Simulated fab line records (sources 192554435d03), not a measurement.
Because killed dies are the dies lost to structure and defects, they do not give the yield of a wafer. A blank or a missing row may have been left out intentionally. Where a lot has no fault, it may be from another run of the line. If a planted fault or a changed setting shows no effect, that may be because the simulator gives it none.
fab line records    flow n5_finfet
record lots=5  wafers=13  last_day=16
route steps=1938 shown MOL_CONTACT_COAG@620 BEOL_M0_SAQP@632 BEOL_M0@726 BEOL_M4@1111 PASSIVATION@1936
lots untouched by any fault: they come from a run of this same line in which no faults occurred
start_h: start of the lot's first displayed wafer, in hours after the record's first day    wait_h: time in hours since the lot's previous step    " unchanged from the row above    L1.1+2: one row covering several wafers at once    - no value, or no start given    * or withheld: withheld    < > ~ a bound
route shown NAME@n: NAME is a module with steps in the file, n the number in the route of the first one    usual: mean and standard deviation over wafers with no fault    same: alike in all rows    chamber/n: place in a boat    sites: the reading at each site    _std_site: how widely they spread, as a standard deviation    _edge_site: outer sites' mean less inner sites'    radius_mm: for every site, how far away it sits from the centre of the wafer    mask NAME#n: copy n    behind: the tool/chamber that last shaped the wafer    hold: what put the lot on hold/how long, in hours/how the hold closed    device: the transistor (n, p or np) that didn't switch    end of line: at the end of the route, the tests of the same wafers    a step without rows: its recipe alone    killed: the dies lost at the first sort to structure and to defects; this is not the yield of the wafer    map: dies across one wafer; x = killed, . = not, _ = none there
set.NAME: the setting that was run; set.NAME@STEP: the one run at that earlier step    model.NAME: the simulator's own value behind a step, which no gauge read
lots at selected steps of the route; one table per step, one row per wafer
services: from which hour (start_h, from the record's first day; less than 0 if before it) a tool's chamber was out of use, for how many hours, and why
## steps
# step N5_MOL_CONTACT_COAG_PRECLEAN_138
# recipe chemistry=alkaline_clean  temp_c=60  time_s=60  do_ppb=50
# step N5_MOL_CONTACT_COAG_SRD_139
# recipe dry=ipa_marangoni  time_s=30  temp_c=23  rinse_liquid=diw
# step N5_MOL_CONTACT_COAG_PRE_CLEAN_121
# recipe gas=H2/He  time_s=*  temp_c=withheld
# step N5_MOL_CONTACT_COAG_CVD_140
# recipe material=W  target_thk_a=665  mode=selective_fill  temp_c=300  time_s=215
# step N5_MOL_CONTACT_COAG_PRECLEAN_127
# recipe chemistry=DIW  time_s=57.5  temp_c=23
# step N5_MOL_CONTACT_COAG_SRD_128
# recipe dry_time_s=32  dry=n2_spin  spin_rpm=1500
# step N5_MOL_CONTACT_COAG_CMP_52
# recipe stop_on=SiO2  t_overpolish_s=1.5  post_cmp_clean=w_dilute_nh4oh  down_force_psi=4  platen_rpm=50.289  pad_velocity_m_s=1.0006  target_thk_nm=66.5
# step N5_MOL_CONTACT_COAG_ANNEAL_112
# recipe temp_c=400  time_s=1800  ambient=HPD2  pressure_atm=10
# step N5_BEOL_M0_SAQP_PECVD_00
# recipe material=SiCN  target_thk_a=80  temp_c=withheld  precursor=3MS/NH3  pressure_torr=3  rf_w=202  time_s=14
# usual showerhead_plenum_p_Torr=3.659/0.01  showerhead_vpp_V=897/32  throttle_valve_pct=8.9/0.33
lot.wafer  tool      chamber  start_h  wait_h  showerhead_plenum_p_Torr  showerhead_vpp_V  throttle_valve_pct  model.SiCN_of_BEOL_M0_SAQP_PECVD_00.thk_nm
L568.1     pecvd-01  1        110.44   0.2     3.658                     929               8.8                 7.6
L568.3     "         2        "        "       3.653                     889               8.2                 8
L568.4     "         0        "        "       3.649                     898               8.9                 7.8
L571.2     pecvd-04  0        127.63   0.2     3.634                     953               9.5                 8
L571.3     "         2        "        "       3.669                     871               8.9                 8
L571.5     "         0        "        "       3.643                     951               9.3                 7.8
L581.2     pecvd-01  2        194.67   0.2     3.657                     881               8.5                 8
L581.3     "         0        "        "       3.649                     901               8.8                 12.8
L583.3     pecvd-01  1        202.09   0.1     3.659                     926               8.8                 12.8
L583.4     "         1        "        "       3.652                     933               8.8                 7.8
L585.2     pecvd-01  2        213.18   0.2     3.660                     884               8.4                 8
L585.5     "         2        "        "       3.661                     865               8.4                 8
L585.6     "         0        "        "       3.656                     897               8.8                 13.2
# step N5_BEOL_M0_SAQP_ILD_DEP_01
# recipe material=SiOC  target_thk_a=454.19  temp_c=350  precursor=DEMS/O2  pressure_torr=5  rf_w=500  time_s=8.7
# step N5_BEOL_M0_SAQP_HM_DEP_02
# recipe material=TiN  target_thk_a=120  temp_c=25  chamber_pressure_pa=0.49996
# step N5_BEOL_M0_SAQP_PECVD_03
# recipe material=SiCN  target_thk_a=120  temp_c=withheld  precursor=3MS/NH3  pressure_torr=3  rf_w=202  time_s=21.1
# step N5_BEOL_M0_SAQP_PECVD_96
# recipe material=a-Si  target_thk_a=450  temp_c=350  precursor=SiH4/He  pressure_torr=3  rf_w=100  time_s=45.2
# step N5_BEOL_M0_SAQP_PECVD_97
# recipe material=SiNx  target_thk_a=230  temp_c=350  precursor=SiH4/NH3/N2  pressure_torr=1.5  rf_w=300  time_s=19.9
# step N5_BEOL_M0_SAQP_PECVD_04
# recipe material=a-Si  target_thk_a=600  temp_c=350  precursor=SiH4/He  pressure_torr=3  rf_w=100  time_s=60.2
# step N5_BEOL_M0_SAQP_HM_DEP_111
# recipe material=SiO2  target_thk_a=120  temp_c=400  precursor=SiH4/N2O  pressure_torr=0.75  rf_w=275  time_s=7.2
# step N5_BEOL_M0_SAQP_COAT_81
# recipe resist=SOC  temp_c=250  time_s=60  spin_rpm=1500  resist_thk_nm=100
# step N5_BEOL_M0_SAQP_COAT_82
# recipe resist=SiARC  temp_c=220  time_s=60  spin_rpm=1500  resist_thk_nm=30
# step N5_BEOL_M0_SAQP_COAT_08
# recipe resist=CAR-ArF  spin_rpm=1500  resist_thk_nm=90
# step N5_BEOL_M0_SAQP_EBR_10
# recipe solvent=PGMEA  ebr_width_mm=1.5
# step N5_BEOL_M0_SAQP_SOFTBAKE_09
# recipe temp_c=110  time_s=60  resist=CAR-ArF
# step N5_BEOL_M0_SAQP_EXPOSE_11
# recipe mask_id=M0_CORE  na=1.35  source_shape=dipole  sigma_inner=0.538  sigma_outer=0.738  polarization=te  target_cd_nm=42  dose_mj=55
# step N5_BEOL_M0_SAQP_PEB_12
# recipe peb_temp_c=withheld  peb_time_s=60  resist=CAR-ArF
# step N5_BEOL_M0_SAQP_DEVELOP_13
# recipe develop_time_s=30  developer=TMAH  resist=CAR-ArF  dev_temp_c=23  rinse_liquid=diw  dry=air_spin
# step N5_BEOL_M0_SAQP_DESCUM_19
# recipe chemistry=O2  time_s=7.9  source_power_w=50  bias_power_w=20  pressure_mtorr=20  rf_frequency_hz=2.712e+07  temp_c=40  resist=CAR-ArF  o2_flow_sccm=225
# step N5_BEOL_M0_SAQP_ETCH_83
# recipe chemistry=CF4  target=SiARC  target_depth_a=390  mask_material=CAR-ArF  time_s=65  ion_energy_ev=80  pressure_mtorr=40  source_w=545  bias_w=36  Ar_flow_sccm=100  cf4_flow_sccm=100  ends=cleared
# step N5_BEOL_M0_SAQP_ETCH_84
# recipe chemistry=N2/H2  target=SOC  target_depth_a=1000  overetch_a=200  mask_material=SiARC  temp_c=40  time_s=150  ion_energy_ev=200  pressure_mtorr=30  source_w=840  bias_w=150  n2_flow_sccm=200  h2_flow_sccm=200
# step N5_BEOL_M0_SAQP_STRIP_80
# recipe chemistry=N2/H2  temp_c=40  n2_flow_sccm=200  h2_flow_sccm=200  rf_frequency_hz=6e+07
# step N5_BEOL_M0_SAQP_HM_OPEN_112
# recipe chemistry=CHF3/O2  target=SiO2  stop_on=a-Si  target_depth_a=120  over_etch_frac=1.25  mask_material=SOC  time_s=13.5  pressure_mtorr=30  source_w=650  bias_w=170  Ar_flow_sccm=200  CHF3_flow_sccm=50  O2_flow_sccm=5  ion_energy_ev=200  ends=end_point
# step N5_BEOL_M0_SAQP_STRIP_113
# recipe chemistry=CHF3/O2  resist=SiARC  rf_frequency_hz=6e+07
# step N5_BEOL_M0_SAQP_MANDREL_ETCH_20
# recipe target_depth_a=600  chemistry=HBr/Cl2  target=a-Si  stop_on=SiNx  bt_time_s=10  mask_material=SOC  over_etch_frac=0.5  time_s=30  pressure_mtorr=10  icp_w=800  bias_w=75  HBr_flow_sccm=150  Cl2_flow_sccm=80  ends=end_point
# step N5_BEOL_M0_SAQP_STRIP_86
# recipe chemistry=N2/H2  power_w=500  temp_c=40  pressure_mtorr=50  rf_frequency_hz=6e+07  overash_fraction=0.3  bias_power_w=28  h2_frac=0.5  n2_flow_sccm=300  h2_flow_sccm=300
# step N5_BEOL_M0_SAQP_STRIP_115
# recipe chemistry=post_etch_residue_remover  time_s=60  temp_c=25  remover_ph=withheld  remover_water_wt_pct=withheld  remover_fluoride_wt_pct=withheld
# step N5_BEOL_M0_SAQP_SRD_93
# recipe dry=ipa_marangoni  time_s=30  temp_c=23  rinse_liquid=diw
# step N5_BEOL_M0_ETCH_109
# recipe chemistry=CH3F/O2  target_depth_a=80  overetch_a=24  target=SiCN  time_s=27.4  ion_energy_ev=120  pressure_mtorr=30  source_w=395  bias_w=75  Ar_flow_sccm=150  CH3F_flow_sccm=30  O2_flow_sccm=20
# usual drypump_motor_current_A=6.1/0.4  oes_product_au=0.66/0.067  rf_vpp_V=297.4/1.6  showerhead_plenum_p_Torr=2.00/0.067  throttle_valve_pct=16.23/0.16
lot.wafer  tool         chamber  start_h  wait_h  drypump_motor_current_A  oes_product_au  rf_hours_counter_h  rf_vpp_V  showerhead_plenum_p_Torr  throttle_valve_pct  model.etch.depth_nm
L568.1     rie_diel-03  0        121.18   0.0     6.5                      0.78            8                   299.1     2.05                      16.44               7.625
L568.3     "            3        "        "       5.8                      0.64            167                 296.9     1.99                      16.51               8.072
L568.4     "            1        "        "       5.5                      0.61            -                   297.6     2.08                      16.13               7.722
L571.2     rie_diel-04  3        138.15   0.0     6.3                      0.61            207                 297.1     2.04                      16.07               7.996
L571.3     "            0        "        "       6.0                      0.63            177                 295.6     1.90                      16.06               8.079
L571.5     "            1        "        "       6.6                      0.63            -                   300.0     2.05                      16.29               7.896
L581.2     rie_diel-03  0        210.89   0.0     6.5                      0.75            43                  298.2     2.04                      16.49               8.093
L581.3     "            1        "        "       5.5                      0.69            198                 298.0     2.07                      16.20               9.966
L583.3     rie_diel-04  3        210.97   0.0     6.3                      0.70            233                 297.9     2.03                      16.14               10.28
L583.4     "            2        "        "       5.5                      0.68            69                  295.7     1.95                      16.13               7.807
L585.2     rie_diel-03  2        223.64   0.0     5.8                      0.76            27                  298.5     2.06                      16.45               7.924
L585.5     "            1        "        "       5.5                      0.60            -                   298.6     2.06                      16.22               8.006
L585.6     "            0        "        "       6.5                      0.86            -                   295.7     2.04                      16.50               10.56
# step N5_BEOL_M4_RC_MEAS_101
# usual DIBL_N=37.5/1.9  DIBL_P=37.3/2.4  IOFF_N=0.18/0.038  IOFF_P=0.23/0.045  ION_N=677/11  ION_P=464/8.1  SS_N=72.0/0.68  SS_P=73.5/0.77  VT_N=249/3.3  VT_P=-249/3.6
lot.wafer  tool       chamber  start_h  wait_h  DIBL_N[mV/V]  DIBL_P[mV/V]  IOFF_N[nA/um]  IOFF_P[nA/um]  ION_N[uA/um]  ION_P[uA/um]  SS_N[mV/dec]  SS_P[mV/dec]  VT_N[mV]  VT_P[mV]
L568.1     prober-01  0        163.18   0.0     39.4          38.4          0.23           0.23           677           451           72.3          74.0          244       -253
L568.3     "          0        "        "       36.6          36.3          0.17           0.21           678           460           71.4          74.4          248       -250
L568.4     "          0        "        "       36.1          34.8          0.17           0.20           673           462           72.6          73.4          249       -248
L571.2     prober-02  0        188.40   0.2     39.6          37.7          0.21           0.21           672           455           72.4          72.7          248       -254
L571.3     "          0        "        "       34.8          34.8          0.12           0.18           670           465           71.1          72.1          253       -254
L571.5     "          0        "        "       38.3          39.5          0.17           0.24           674           463           72.7          73.7          249       -250
L581.2     prober-02  0        269.07   0.2     36.3          36.8          0.16           0.20           666           460           71.8          73.5          252       -253
L583.4     prober-01  0        274.01   0.5     42.1          41.9          0.27           0.32           703           473           73.1          75.1          244       -243
L585.2     prober-02  0        291.12   0.2     38.4          35.8          0.19           0.21           667           457           72.7          73.7          248       -250
L585.5     "          0        "        "       41.5          40.2          0.27           0.28           698           465           73.4          74.2          242       -248
# step N5_PASSIVATION_PROBE_49
# usual defect_limited_yield=91.2/1.5  killed_at_M0_to_M3=31/10  killed_at_M4_up=15/5.9  killed_at_contacts=13/6  killed_at_front_end=41/11  killed_at_other=4/3.1  killed_dies=104/18  killed_on_rim=14/4.1  killed_open=68/13  killed_short=33/8.1  sort_bin_4_leakage=0.00/0.03  sort_bin_5_function=5.1/1.1  sort_bin_6_memory=3.2/0.69  sort_n_pass=1076/18  sort_yield_pct=91.2/1.5
# same gross_dies=1180  killed_at_back_side=0  sort_bin_8_speed[%]=0
lot.wafer  tool       chamber  start_h  wait_h  defect_limited_yield[%]  killed_at_M0_to_M3  killed_at_M4_up  killed_at_contacts  killed_at_front_end  killed_at_other  killed_dies  killed_on_rim  killed_open  killed_short  sort_bin_4_leakage[%]  sort_bin_5_function[%]  sort_bin_6_memory[%]  sort_n_pass  sort_yield_pct[%]
L568.1     prober-02  -        275.47   0.9     91.7                     29                  17               8                   37                   7                98           16             61           37            0                      4.9                     3.1                   1082         91.7
L568.3     prober-02  -        275.57   1.0     92.4                     23                  15               14                  35                   3                90           9              64           26            0                      5.1                     2.3                   1090         92.4
L568.4     prober-02  -        275.62   1.0     92.7                     18                  20               10                  33                   5                86           8              55           31            0                      3.9                     3.1                   1094         92.7
L571.2     prober-01  -        290.30   0.1     91.7                     19                  17               17                  40                   5                98           15             69           27            0                      3.7                     4.4                   1082         91.7
L571.3     prober-01  -        290.35   0.1     93.5                     14                  15               23                  25                   0                77           15             52           25            0                      3.2                     3.1                   1103         93.5
L571.5     prober-01  -        290.45   0.2     91.2                     18                  12               18                  53                   3                104          19             75           28            0                      4.7                     3.7                   1076         91.2
L581.2     prober-01  -        364.54   0.1     91.4                     35                  11               15                  38                   2                101          14             71           28            0                      4.7                     3.4                   1079         91.4
L581.3     prober-01  -        364.59   0.1     0                        1131                4                11                  33                   1                1180         152            49           23            0                      97.4                    2.5                   0            0
L583.3     prober-01  -        379.46   0.1     0                        1114                16               11                  37                   2                1180         152            65           30            0                      96.4                    3.2                   0            0
L583.4     prober-01  -        379.51   0.2     91.0                     37                  12               14                  36                   7                106          15             74           29            0.17                   5.1                     3.6                   1072         90.8
L585.2     prober-02  -        394.75   0.1     89.7                     36                  17               12                  53                   3                121          20             88           33            0                      4.7                     5.1                   1059         89.7
L585.5     prober-02  -        394.90   0.2     89.2                     23                  31               8                   58                   7                127          18             88           39            0                      6.3                     4.2                   1053         89.2
L585.6     prober-02  -        394.95   0.3     0                        1094                23               20                  42                   1                1180         152            83           29            0                      96.3                    3.3                   0            0
# killed by level:class
L568.1 FIN_SAQP:geometric_particle:open=19 MOL_CONTACT_COAG:geometric_particle:open=7 BEOL_M4:geometric_particle:open=7 BEOL_M3:geometric_particle:open=7 BEOL_M4:geometric_particle:short=7 FIN_SAQP:geometric_particle:short=6 BEOL_M0_SAQP:geometric_particle:short=6 BEOL_M0_SAQP:geometric_particle:open=6
L568.3 MOL_CONTACT_COAG:geometric_particle:open=11 FIN_SAQP:geometric_particle:open=10 FIN_SAQP:geometric_particle:short=9 BEOL_M3:geometric_particle:open=8 BEOL_M4:geometric_particle:open=6 STI_FIN_REVEAL:geometric_particle:open=5 MOL_CONTACT_COAG:geometric_particle:short=3 BEOL_M0_SAQP:geometric_particle:open=3
L568.4 BEOL_M3:geometric_particle:open=8 BEOL_M4:geometric_particle:open=7 FIN_SAQP:geometric_particle:open=6 MOL_CONTACT_COAG:geometric_particle:open=6 STARTING-WAFER:geometric_particle:short=6 FIN_SAQP:geometric_particle:short=4 MOL_CONTACT_COAG:geometric_particle:short=4 STARTING-WAFER:geometric_particle:open=4
L571.2 MOL_CONTACT_COAG:geometric_particle:open=12 FIN_SAQP:geometric_particle:short=11 FIN_SAQP:geometric_particle:open=9 STI_FIN_REVEAL:geometric_particle:open=8 BEOL_M2:geometric_particle:open=7 BEOL_M0_SAQP:geometric_particle:open=6 MOL_CONTACT_COAG:geometric_particle:short=4 BEOL_M4:geometric_particle:open=4
L571.3 MOL_CONTACT_COAG:geometric_particle:open=19 FIN_SAQP:geometric_particle:short=6 STI_FIN_REVEAL:geometric_particle:open=6 BEOL_M5:geometric_particle:open=6 FIN_SAQP:geometric_particle:open=4 STARTING-WAFER:geometric_particle:short=4 MOL_CONTACT_COAG:geometric_particle:short=4 BEOL_M0_SAQP:geometric_particle:short=4
L571.5 STI_FIN_REVEAL:geometric_particle:open=16 MOL_CONTACT_COAG:geometric_particle:open=14 FIN_SAQP:geometric_particle:short=10 DUMMY_GATE:geometric_particle:open=8 FIN_SAQP:geometric_particle:open=6 BEOL_M1:geometric_particle:open=5 BEOL_M5:geometric_particle:open=5 BEOL_M0_SAQP:geometric_particle:short=4
L581.2 MOL_CONTACT_COAG:geometric_particle:open=13 BEOL_M3:geometric_particle:open=10 STI_FIN_REVEAL:geometric_particle:open=9 DUMMY_GATE:geometric_particle:open=7 BEOL_M4:geometric_particle:open=6 BEOL_M0_SAQP:geometric_particle:open=5 FIN_SAQP:geometric_particle:open=4 STI_FIN_REVEAL:geometric_particle:short=4
L581.3 BEOL_M0:area_etch=1108 MOL_CONTACT_COAG:geometric_particle:open=9 GATE_CUT:geometric_particle:open=8 BEOL_M3:geometric_particle:open=5 STI_FIN_REVEAL:geometric_particle:open=5 BEOL_M1:geometric_particle:short=5 STARTING-WAFER:geometric_particle:short=5 DUMMY_GATE:geometric_particle:open=3
L583.3 BEOL_M0:area_etch=1085 BEOL_M3:geometric_particle:open=11 FIN_SAQP:geometric_particle:open=10 MOL_CONTACT_COAG:geometric_particle:open=10 BEOL_M2:geometric_particle:open=9 FIN_SAQP:geometric_particle:short=7 STI_FIN_REVEAL:geometric_particle:open=6 BEOL_M5:geometric_particle:open=4
L583.4 STI_FIN_REVEAL:geometric_particle:open=15 MOL_CONTACT_COAG:geometric_particle:open=12 BEOL_M2:geometric_particle:open=10 BEOL_M0_SAQP:geometric_particle:short=8 BEOL_M1:geometric_particle:open=6 FIN_SAQP:geometric_particle:open=5 BEOL_M3:geometric_particle:open=5 BEOL_M4:geometric_particle:open=5
L585.2 BEOL_M0_SAQP:geometric_particle:open=12 BEOL_M2:geometric_particle:open=12 BEOL_M4:geometric_particle:open=11 FIN_SAQP:geometric_particle:short=10 MOL_CONTACT_COAG:geometric_particle:open=10 STI_FIN_REVEAL:geometric_particle:open=9 FIN_SAQP:geometric_particle:open=8 BEOL_M0_SAQP:geometric_particle:short=5
L585.5 BEOL_M4:geometric_particle:open=17 STI_FIN_REVEAL:geometric_particle:open=14 BEOL_M2:geometric_particle:open=14 FIN_SAQP:geometric_particle:short=13 FIN_SAQP:geometric_particle:open=11 MOL_CONTACT_COAG:geometric_particle:open=6 PASS1_CAP:geometric_particle:short=5 STARTING-WAFER:geometric_particle:short=5
L585.6 BEOL_M0:area_etch=1068 MOL_CONTACT_COAG:geometric_particle:open=16 BEOL_M4:geometric_particle:open=16 FIN_SAQP:geometric_particle:open=14 STI_FIN_REVEAL:geometric_particle:open=6 BEOL_M0_SAQP:geometric_particle:open=6 BEOL_M0_SAQP:geometric_particle:short=5 FIN_SAQP:geometric_particle:short=4
# map L581.3 (x killed, . not)
_________________xxxxxxxxxxxx________________
______________xxxxxxxxxxxxxxxxxx_____________
___________xxxxxxxxxxxxxxxxxxxxxxxx__________
__________xxxxxxxxxxxxxxxxxxxxxxxxxx_________
________xxxxxxxxxxxxxxxxxxxxxxxxxxxxxx_______
_______xxxxxxxxxxxxxxxxxxxxxxxxxxxxxxxx______
______xxxxxxxxxxxxxxxxxxxxxxxxxxxxxxxxxx_____
_____xxxxxxxxxxxxxxxxxxxxxxxxxxxxxxxxxxxx____
____xxxxxxxxxxxxxxxxxxxxxxxxxxxxxxxxxxxxxx___
___xxxxxxxxxxxxxxxxxxxxxxxxxxxxxxxxxxxxxxxx__
___xxxxxxxxxxxxxxxxxxxxxxxxxxxxxxxxxxxxxxxx__
__xxxxxxxxxxxxxxxxxxxxxxxxxxxxxxxxxxxxxxxxxx_
__xxxxxxxxxxxxxxxxxxxxxxxxxxxxxxxxxxxxxxxxxx_
_xxxxxxxxxxxxxxxxxxxxxxxxxxxxxxxxxxxxxxxxxxxx
_xxxxxxxxxxxxxxxxxxxxxxxxxxxxxxxxxxxxxxxxxxxx
_xxxxxxxxxxxxxxxxxxxxxxxxxxxxxxxxxxxxxxxxxxxx
_xxxxxxxxxxxxxxxxxxxxxxxxxxxxxxxxxxxxxxxxxxxx
_xxxxxxxxxxxxxxxxxxxxxxxxxxxxxxxxxxxxxxxxxxxx
_xxxxxxxxxxxxxxxxxxxxxxxxxxxxxxxxxxxxxxxxxxxx
_xxxxxxxxxxxxxxxxxxxxxxxxxxxxxxxxxxxxxxxxxxxx
_xxxxxxxxxxxxxxxxxxxxxxxxxxxxxxxxxxxxxxxxxxxx
__xxxxxxxxxxxxxxxxxxxxxxxxxxxxxxxxxxxxxxxxxx_
__xxxxxxxxxxxxxxxxxxxxxxxxxxxxxxxxxxxxxxxxxx_
___xxxxxxxxxxxxxxxxxxxxxxxxxxxxxxxxxxxxxxxx__
___xxxxxxxxxxxxxxxxxxxxxxxxxxxxxxxxxxxxxxxx__
____xxxxxxxxxxxxxxxxxxxxxxxxxxxxxxxxxxxxxx___
_____xxxxxxxxxxxxxxxxxxxxxxxxxxxxxxxxxxxx____
______xxxxxxxxxxxxxxxxxxxxxxxxxxxxxxxxxx_____
_______xxxxxxxxxxxxxxxxxxxxxxxxxxxxxxxx______
________xxxxxxxxxxxxxxxxxxxxxxxxxxxxxx_______
__________xxxxxxxxxxxxxxxxxxxxxxxxxx_________
___________xxxxxxxxxxxxxxxxxxxxxxxx__________
______________xxxxxxxxxxxxxxxxxx_____________
_________________xxxxxxxxxxxx________________
# map L583.3 (x killed, . not)
_________________xxxxxxxxxxxx________________
______________xxxxxxxxxxxxxxxxxx_____________
___________xxxxxxxxxxxxxxxxxxxxxxxx__________
__________xxxxxxxxxxxxxxxxxxxxxxxxxx_________
________xxxxxxxxxxxxxxxxxxxxxxxxxxxxxx_______
_______xxxxxxxxxxxxxxxxxxxxxxxxxxxxxxxx______
______xxxxxxxxxxxxxxxxxxxxxxxxxxxxxxxxxx_____
_____xxxxxxxxxxxxxxxxxxxxxxxxxxxxxxxxxxxx____
____xxxxxxxxxxxxxxxxxxxxxxxxxxxxxxxxxxxxxx___
___xxxxxxxxxxxxxxxxxxxxxxxxxxxxxxxxxxxxxxxx__
___xxxxxxxxxxxxxxxxxxxxxxxxxxxxxxxxxxxxxxxx__
__xxxxxxxxxxxxxxxxxxxxxxxxxxxxxxxxxxxxxxxxxx_
__xxxxxxxxxxxxxxxxxxxxxxxxxxxxxxxxxxxxxxxxxx_
_xxxxxxxxxxxxxxxxxxxxxxxxxxxxxxxxxxxxxxxxxxxx
_xxxxxxxxxxxxxxxxxxxxxxxxxxxxxxxxxxxxxxxxxxxx
_xxxxxxxxxxxxxxxxxxxxxxxxxxxxxxxxxxxxxxxxxxxx
_xxxxxxxxxxxxxxxxxxxxxxxxxxxxxxxxxxxxxxxxxxxx
_xxxxxxxxxxxxxxxxxxxxxxxxxxxxxxxxxxxxxxxxxxxx
_xxxxxxxxxxxxxxxxxxxxxxxxxxxxxxxxxxxxxxxxxxxx
_xxxxxxxxxxxxxxxxxxxxxxxxxxxxxxxxxxxxxxxxxxxx
_xxxxxxxxxxxxxxxxxxxxxxxxxxxxxxxxxxxxxxxxxxxx
__xxxxxxxxxxxxxxxxxxxxxxxxxxxxxxxxxxxxxxxxxx_
__xxxxxxxxxxxxxxxxxxxxxxxxxxxxxxxxxxxxxxxxxx_
___xxxxxxxxxxxxxxxxxxxxxxxxxxxxxxxxxxxxxxxx__
___xxxxxxxxxxxxxxxxxxxxxxxxxxxxxxxxxxxxxxxx__
____xxxxxxxxxxxxxxxxxxxxxxxxxxxxxxxxxxxxxx___
_____xxxxxxxxxxxxxxxxxxxxxxxxxxxxxxxxxxxx____
______xxxxxxxxxxxxxxxxxxxxxxxxxxxxxxxxxx_____
_______xxxxxxxxxxxxxxxxxxxxxxxxxxxxxxxx______
________xxxxxxxxxxxxxxxxxxxxxxxxxxxxxx_______
__________xxxxxxxxxxxxxxxxxxxxxxxxxx_________
___________xxxxxxxxxxxxxxxxxxxxxxxx__________
______________xxxxxxxxxxxxxxxxxx_____________
_________________xxxxxxxxxxxx________________
## services
tool         chamber  start_h  hours  kind
rie_diel-03  2        117.19   15.1   repair
pecvd-04     0        122.35   2.1    scheduled_down
rie_diel-03  2        132.32   -      clean
rie_diel-03  2        132.32   -      consumable_replace:focus_ring
rie_diel-03  2        132.32   17.9   scheduled_down
rie_diel-03  2        132.32   17.9   vent_cycle
pecvd-01     2        134.20   5.5    scheduled_down
pecvd-04     0        148.47   4.6    scheduled_down
pecvd-04     1        155.20   2.1    scheduled_down
pecvd-04     2        175.10   8.4    repair
pecvd-01     -        191.73   2.8    pm
rie_diel-03  1        203.54   3.0    repair
pecvd-04     2        206.30   5.5    scheduled_down
pecvd-01     -        214.00   0.6    repair
## key
first_sign step=N5_PASSIVATION_PROBE_49  reading=killed_at_M0_to_M3  direction=up  sigmas=99+  usual=31  struck=1113
effect step=N5_PASSIVATION_PROBE_49  reading=sort_bin_5_function  direction=up  sigmas=86  usual=5.1  struck=96.7
model_effect step=N5_BEOL_M0_SAQP_PECVD_00  value=SiCN_of_BEOL_M0_SAQP_PECVD_00.thk_nm  without=7.867  struck=12.93
model_effect step=N5_BEOL_M0_ETCH_109  value=etch.depth_nm  without=7.886  struck=10.27
more_kills_born_at N5_BEOL_M0_ETCH_109@rie_diel-03=2176  N5_BEOL_M0_ETCH_109@rie_diel-04=1085
met_at N5_BEOL_M0_SAQP_PECVD_00
struck_wafers L581.3,L583.3,L585.6
later_rows_left_out L581.3,L583.3,L585.6
onset_between 110.44 194.67
fault kind=process_parameter_drift  tool=pecvd-01  chamber=-  onset_h=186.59  steps=N5_BEOL_M0_SAQP_PECVD_00  channel=time_s  offset=*  shape=step  end_h=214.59  scope=struck_wafers_only  acts_in=*  stated=*
# later_rows_left_out: the simulator's readings of these wafers behind a module that went badly wrong aren't trusted and aren't shown, but for the sort
